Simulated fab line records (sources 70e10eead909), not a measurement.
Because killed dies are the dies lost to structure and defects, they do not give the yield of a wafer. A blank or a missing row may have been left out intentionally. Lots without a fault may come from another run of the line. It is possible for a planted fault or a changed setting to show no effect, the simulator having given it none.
fab line records	flow nand_harc	part 2 of 2: steps 27 to 33 of 33
record: lots: 5	wafers: 15	last_day: 25
route steps=1159 shown A_WL_FILL@824 A_CONTACT@840
lots untouched by any fault: they come from a run of this same line in which no faults occurred
start_h: hours from the record's first day to the start of the lot's first wafer shown	wait_h: hours elapsed since this lot's preceding step	" identical to the entry in the row above	L1.1+2: one row covering several wafers at once	- no value, or no start given	* or withheld: withheld	< > ~ a bound
route shown NAME@n: NAME is a module with steps in the file, n the number in the route of the first one	usual: mean/standard deviation taken from wafers without a fault	same: alike in all rows	chamber/n: place in a boat	sites: the reading at each site	_std_site: how widely they spread, as a standard deviation	_edge_site: outer sites' mean less inner sites'	radius_mm: how far each site lies from the wafer's centre	mask NAME#n: copy n	behind: the tool/chamber that last shaped the wafer	hold: reason for holding the lot/hours on hold/outcome of the hold	device: whichever transistor did not switch (one of n, p or np)	end of line: the same wafers' tests at the end of the route	for a step that has no rows: nothing shown but its recipe	killed: not the wafer's yield, but the dies lost to structure and defects at the first sort	map: shows each die of a wafer: x if killed, . if not, _ if none is there
set.NAME: the run value of the setting; set.NAME@STEP: its run value at that earlier step	model.NAME: the simulator's own value behind a step, which no gauge read
lots at selected steps of the route; one table per step, one row per wafer
services: a tool's chamber out of use, with start hour (start_h, from the record's first day; less than 0 if before it), hours out, and reason
== steps ==
step: NHARC_A_CONTACT_CD_MEAS_42
recipe: target_cd_nm: 200	landing_energy_ev: 500
usual: cd_nm: 200.1/0.47
same: landing_energy_ev: 500
lot.wafer	tool	chamber	start_h	wait_h	cd_nm
L075.2	cd_sem-03	0	370.05	-	200.3
L075.4	"	0	"	"	200.1
L075.6	"	0	"	"	199.4
L080.2	cd_sem-01	0	409.86	-	200.3
L080.3	"	0	"	"	200.9
L080.4	"	0	"	"	200.9
L081.2	cd_sem-03	0	412.04	-	199.6
L081.4	"	0	"	"	198.8
L081.6	"	0	"	"	199.2
L079.3	cd_sem-01	0	426.45	-	199.4
L079.4	"	0	"	"	200.5
L079.5	"	0	"	"	199.0
L097.1	cd_sem-01	0	525.16	-	200.8
L097.3	"	0	"	"	200.7
L097.5	"	0	"	"	199.9
step: NHARC_A_CONTACT_OVL_MEAS_43
usual: overlay_x_nm: 0.3/0.92	overlay_y_nm: -0.1/0.76
lot.wafer	tool	chamber	start_h	wait_h	overlay_x_nm	overlay_y_nm
L075.2	overlay-02	-	370.14	-	1.2	1.6
L075.4	"	-	"	"	0.9	1.4
L075.6	"	-	"	"	1.0	1.3
L080.2	overlay-01	-	409.95	-	0.5	-1.0
L080.3	"	-	"	"	-0.1	-1.1
L080.4	"	-	"	"	-0.1	-1.1
L081.2	overlay-02	-	412.13	-	1.3	0.5
L081.4	"	-	"	"	1.3	0.7
L081.6	"	-	"	"	1.3	0.6
L079.3	overlay-01	-	426.53	-	0.2	0.1
L079.4	"	-	"	"	-0.1	0.2
L079.5	"	-	"	"	0.1	0.2
L097.1	overlay-01	-	525.25	-	0.2	-0.7
L097.3	"	-	"	"	0.0	-0.4
L097.5	"	-	"	"	0.3	0.2
step: NHARC_A_CONTACT_INSPECT_44
usual: raw_defect_count: 26/14
lot.wafer	tool	chamber	start_h	wait_h	raw_defect_count
L075.2	defect_inspect-01	-	370.17	0.0	9
L075.4	"	-	"	"	8
L075.6	"	-	"	"	17
L080.2	defect_inspect-01	-	409.99	0.0	47
L080.3	"	-	"	"	43
L080.4	"	-	"	"	41
L081.2	defect_inspect-02	-	412.17	0.0	15
L081.4	"	-	"	"	13
L081.6	"	-	"	"	16
L079.3	defect_inspect-01	-	426.57	0.0	37
L079.4	"	-	"	"	37
L079.5	"	-	"	"	50
L097.1	defect_inspect-02	-	525.29	0.0	53
L097.3	"	-	"	"	44
L097.5	"	-	"	"	39
step: NHARC_A_CONTACT_DESCUM_47
recipe: time_s: 3	o2_flow_sccm: 200	ar_flow_sccm: 0	bias_power_w: 0	chemistry: O2
usual: drypump_motor_current_A: 5.8/0.42	oes_product_au: 1.002/0.0086	rf_vpp_V: 57.6/0.74	showerhead_plenum_p_Torr: 1.89/0.056	throttle_valve_pct: 11.311/0.008
lot.wafer	tool	chamber	start_h	wait_h	drypump_motor_current_A	oes_product_au	rf_hours_counter_h	rf_vpp_V	showerhead_plenum_p_Torr	throttle_valve_pct
L075.2	rie_diel-13	2	370.32	0.1	5.6	1.001	35	58.5	1.98	11.318
L075.4	"	1	"	"	5.2	1.012	36	58.0	1.86	11.313
L075.6	"	3	"	"	5.6	0.999	-	57.2	1.86	11.319
L080.3	rie_diel-11	2	410.06	0.1	5.3	1.001	2	59.7	1.99	11.316
L080.2	"	3	"	"	6.0	1.016	7	57.6	1.86	11.316
L080.4	"	0	"	"	6.0	1.002	7	58.2	1.91	11.301
L081.2	rie_diel-08	3	412.24	0.1	5.7	1.008	37	56.8	1.87	11.322
L081.4	"	1	"	"	6.3	1.014	38	56.8	1.79	11.309
L081.6	"	3	"	"	5.8	1.003	-	57.4	1.87	11.297
L079.3	rie_diel-13	2	426.64	0.1	5.6	0.997	52	57.6	1.97	11.311
L079.4	"	0	"	"	5.5	0.989	54	57.5	1.81	11.311
L079.5	"	2	"	"	5.6	0.994	-	57.2	1.97	11.319
L097.1	rie_diel-13	3	525.35	0.1	5.6	0.993	21	57.5	1.84	11.315
L097.3	"	1	"	"	5.2	0.993	26	57.9	1.85	11.309
L097.5	"	3	"	"	5.6	0.999	-	58.5	1.84	11.308
step: NHARC_A_CONTACT_ETCH_48
recipe: target_depth_a: 390	over_etch_frac: 0.3	time_s: 65	ion_energy_ev: 80	cf4_flow_sccm: 150	ar_flow_sccm: 0	rf_w: 300	bias_w: 100	chemistry: CF4
usual: drypump_motor_current_A: 5.8/0.43	oes_product_au: 1.003/0.0091	rf_vpp_V: 151.2/1.1	showerhead_plenum_p_Torr: 1.75/0.051	throttle_valve_pct: 13.283/0.0084
lot.wafer	tool	chamber	start_h	wait_h	drypump_motor_current_A	oes_product_au	rf_hours_counter_h	rf_vpp_V	showerhead_plenum_p_Torr	throttle_valve_pct
L075.4	rie_diel-13	0	370.60	0.2	5.4	0.996	36	149.3	1.68	13.293
L075.2	"	1	"	"	5.2	1.009	36	152.0	1.72	13.271
L075.6	"	2	"	"	5.6	1.006	-	152.9	1.82	13.275
L080.2	rie_diel-11	1	410.13	0.1	6.6	1.009	7	153.5	1.77	13.281
L080.3	"	2	"	"	5.3	1.003	2	152.2	1.83	13.289
L080.4	"	3	"	"	6.0	1.004	7	151.0	1.73	13.266
L081.2	rie_diel-08	1	412.32	0.1	6.2	1.017	38	149.3	1.66	13.281
L081.4	"	2	"	"	5.5	1.010	30	153.1	1.80	13.297
L081.6	"	0	"	"	6.3	0.995	-	151.7	1.77	13.287
L079.4	rie_diel-13	2	426.71	0.1	5.6	1.005	52	150.9	1.82	13.282
L079.3	"	3	"	"	5.6	0.985	50	151.2	1.72	13.285
L079.5	"	3	"	"	5.6	0.996	-	150.0	1.72	13.281
L097.3	rie_diel-13	1	525.45	0.1	5.2	0.991	26	151.4	1.71	13.286
L097.1	"	2	"	"	5.6	1.000	24	152.2	1.81	13.286
L097.5	"	0	"	"	5.4	0.992	-	149.3	1.67	13.289
step: NHARC_A_CONTACT_ETCH_49
recipe: target_depth_a: 2600	over_etch_frac: 0.3	time_s: 475.3	ion_energy_ev: 200	n2_flow_sccm: 150	h2_flow_sccm: 150	ar_flow_sccm: 0	rf_w: 400	bias_w: 150	chemistry: N2/H2
usual: drypump_motor_current_A: 5.8/0.4	h2_flow_sccm: 150.1/0.47	oes_product_au: 1.002/0.0094	rf_vpp_V: 429.8/1.9	showerhead_plenum_p_Torr: 2.01/0.063	throttle_valve_pct: 14.171/0.0092
lot.wafer	tool	chamber	start_h	wait_h	drypump_motor_current_A	h2_flow_sccm	oes_product_au	rf_hours_counter_h	rf_vpp_V	showerhead_plenum_p_Torr	throttle_valve_pct
L075.2	rie_diel-13	1	-	-	5.2	150.1	1.009	36	430.3	1.98	14.160
L075.4	"	3	"	"	5.6	150.1	0.991	35	429.1	1.98	14.159
L075.6	"	0	"	"	5.4	150.7	0.993	-	427.1	1.93	14.172
L080.4	rie_diel-11	1	-	-	6.6	149.1	1.005	7	430.7	2.05	14.179
L080.2	"	3	"	"	5.9	150.6	1.009	7	428.7	1.99	14.175
L080.3	"	0	"	"	6.0	150.0	1.005	7	429.4	2.03	14.178
L081.4	rie_diel-08	2	-	-	5.5	149.3	1.012	30	430.8	2.07	14.179
L081.2	"	3	"	"	5.7	149.7	1.009	37	429.8	1.99	14.165
L081.6	"	3	"	"	5.8	150.5	0.995	-	428.2	1.99	14.184
L079.4	rie_diel-13	1	-	-	5.2	150.2	1.002	54	429.8	1.98	14.162
L079.3	"	2	"	"	5.6	150.1	1.000	52	433.1	2.10	14.169
L079.5	"	3	"	"	5.6	150.0	0.988	-	429.6	1.97	14.169
L097.3	rie_diel-13	0	-	-	5.4	149.4	1.003	18	426.9	1.91	14.182
L097.1	"	1	"	"	5.2	149.5	1.008	26	426.9	1.97	14.175
L097.5	"	3	"	"	5.6	149.8	1.012	-	428.6	1.96	14.169
step: NHARC_A_CONTACT_ETCH_50
recipe: target_depth_a: 847	time_s: 42.4	cf4_flow_sccm: 100	chf3_flow_sccm: 30	ar_flow_sccm: 0	rf_w: 500	bias_w: 200	chemistry: CF4/CHF3
usual: drypump_motor_current_A: 5.8/0.41	oes_product_au: 0.947/0.02	rf_vpp_V: 370.0/1.8	showerhead_plenum_p_Torr: 1.56/0.045	throttle_valve_pct: 16.803/0.0095
lot.wafer	tool	chamber	start_h	wait_h	drypump_motor_current_A	oes_product_au	rf_hours_counter_h	rf_vpp_V	showerhead_plenum_p_Torr	throttle_valve_pct
L075.4	rie_diel-13	2	-	-	5.6	0.933	36	371.9	1.62	16.798
L075.2	"	0	"	"	5.5	0.927	37	368.3	1.49	16.807
L075.6	"	1	"	"	5.2	0.932	-	370.4	1.53	16.803
L080.2	rie_diel-11	2	-	-	5.3	0.961	3	372.7	1.63	16.805
L080.4	"	3	"	"	6.0	0.982	7	368.2	1.54	16.802
L080.3	"	1	"	"	6.5	0.965	8	370.5	1.58	16.800
L081.4	rie_diel-08	3	-	-	5.8	0.968	38	367.8	1.54	16.798
L081.2	"	1	"	"	6.2	0.983	38	369.7	1.48	16.791
L081.6	"	2	"	"	5.5	0.969	-	372.3	1.60	16.799
L079.3	rie_diel-13	3	-	-	5.6	0.926	50	367.9	1.53	16.794
L079.4	"	1	"	"	5.2	0.926	54	369.5	1.53	16.802
L079.5	"	3	"	"	5.6	0.923	-	369.3	1.53	16.807
L097.1	rie_diel-13	0	-	-	5.5	0.932	18	367.8	1.48	16.808
L097.3	"	3	"	"	5.6	0.938	21	368.7	1.52	16.802
L097.5	"	0	"	"	5.5	0.937	-	366.7	1.48	16.792
== services ==
tool	chamber	start_h	hours	kind
rie_metal-01	-	332.00	9.0	pm
pecvd-02	-	334.20	13.0	pm
wet_bench-04	-	339.20	8.0	pm
pecvd-03	-	340.29	0.4	repair
pecvd-04	-	342.71	1.5	repair
rie_diel-11	2	352.50	3.5	repair
pecvd-04	-	355.18	0.6	repair
rie_diel-11	-	366.63	9.0	pm
rie_diel-11	2	386.94	17.8	repair
rie_diel-13	3	406.65	3.8	repair
rie_diel-08	1	406.89	2.9	repair
wet_bench-09	-	428.20	0.5	repair
rie_diel-13	1	434.77	22.8	repair
rie_diel-11	0	437.48	8.0	repair
litho_track-01	-	443.00	7.0	pm
rie_diel-13	-	453.66	9.0	pm
wet_bench-09	-	464.80	8.0	pm
litho_track-06	-	467.00	7.0	pm
rie_diel-08	-	478.84	9.0	pm
rie_diel-13	0	490.67	14.3	repair
litho_track-04	-	491.00	7.0	pm
wet_bench-03	-	498.40	8.0	pm
wet_bench-04	-	515.20	8.0	pm
pecvd-02	-	515.24	13.0	pm
